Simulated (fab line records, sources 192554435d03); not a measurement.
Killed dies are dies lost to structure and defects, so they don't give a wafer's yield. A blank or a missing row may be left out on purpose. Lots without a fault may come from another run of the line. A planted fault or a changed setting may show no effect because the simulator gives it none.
Chamber matching | flow n5_finfet | N5_BEOL_M15_ETCH_59 on rie_diel-03: 4 sister chambers
The step etches BARC in N2/H2, target depth 89 nm, overetch 26.7 nm, time 67.9 s. 16 wafers are shown with their chamber, then 8 later ones without.

WAFERS WITH THEIR CHAMBER
wafer  | chamber | showerhead_plenum_p_Torr (Torr) | throttle_valve_pct (%) | rf_vpp_V (V)
L076.4 | 2       | 2.48                            | 17.31                  | 523.0
L076.5 | 3       | 2.55                            | 17.72                  | 522.6
L076.6 | 2       | 2.48                            | 17.31                  | 523.3
L082.2 | 0       | 2.62                            | 18.00                  | 525.1
L082.3 | 2       | 2.48                            | 17.31                  | 522.3
L082.6 | 2       | 2.48                            | 17.32                  | 522.6
L081.2 | 1       | 2.61                            | 17.97                  | 526.1
L081.4 | 3       | 2.55                            | 17.75                  | 524.3
L081.6 | 0       | 2.62                            | 18.01                  | 525.5
L088.1 | 1       | 2.61                            | 17.99                  | 524.9
L088.2 | 2       | 2.47                            | 17.32                  | 522.7
L088.3 | 0       | 2.62                            | 18.02                  | 525.9
L093.1 | 3       | 2.54                            | 17.78                  | 525.5
L093.4 | 2       | 2.47                            | 17.36                  | 520.6
L093.6 | 1       | 2.61                            | 17.57                  | 525.7
L094.1 | 2       | 2.47                            | 17.38                  | 521.2

SIGNATURES (means of the wafers above)
reading                  | chamber 0 | chamber 1 | chamber 2 | chamber 3 | scatter within a chamber
showerhead_plenum_p_Torr | 2.6200    | 2.6100    | 2.4757    | 2.5467    | 0.00445
throttle_valve_pct       | 18.0100   | 17.8433   | 17.3300   | 17.7500   | 0.0996
rf_vpp_V                 | 525.500   | 525.567   | 522.243   | 524.133   | 0.963
Rule: a wafer's distance from a chamber is the root of the sum, over the readings, of the square of ((its reading less the chamber's mean) divided by the reading's scatter). The wafer belongs to the nearest chamber; if the next one is less than 2 further off, it can't be placed. The scatter: the root of (the sum of the squares of (reading less its chamber's mean) over the shown wafers, divided by (wafers less chambers)).

WAFERS WITHOUT THEIR CHAMBER
wafer  | showerhead_plenum_p_Torr (Torr) | throttle_valve_pct (%) | rf_vpp_V (V)
L094.2 | 2.54                            | 17.78                  | 522.7
L094.3 | 2.61                            | 18.06                  | 526.5
L095.2 | 2.60                            | 17.57                  | 525.1
L095.3 | 2.46                            | 17.37                  | 521.9
L095.6 | 2.46                            | 17.38                  | 522.4
L096.1 | 2.54                            | 17.82                  | 524.0
L096.3 | 2.46                            | 17.39                  | 522.4
L096.5 | 2.54                            | 17.80                  | 524.7

WHICH CHAMBER EACH WENT THROUGH
wafer  | from the rows above     | in truth
L094.2 | 3                       | 3
L094.3 | can't be placed: 1 or 0 | 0
L095.2 | 1                       | 1
L095.3 | 2                       | 2
L095.6 | 2                       | 2
L096.1 | 3                       | 3
L096.3 | 2                       | 2
L096.5 | 3                       | 3
Placed correctly: 7 of 8. Can't be placed from these rows: 1 (the true chamber is among the candidates in 1). Placed wrongly: 0.
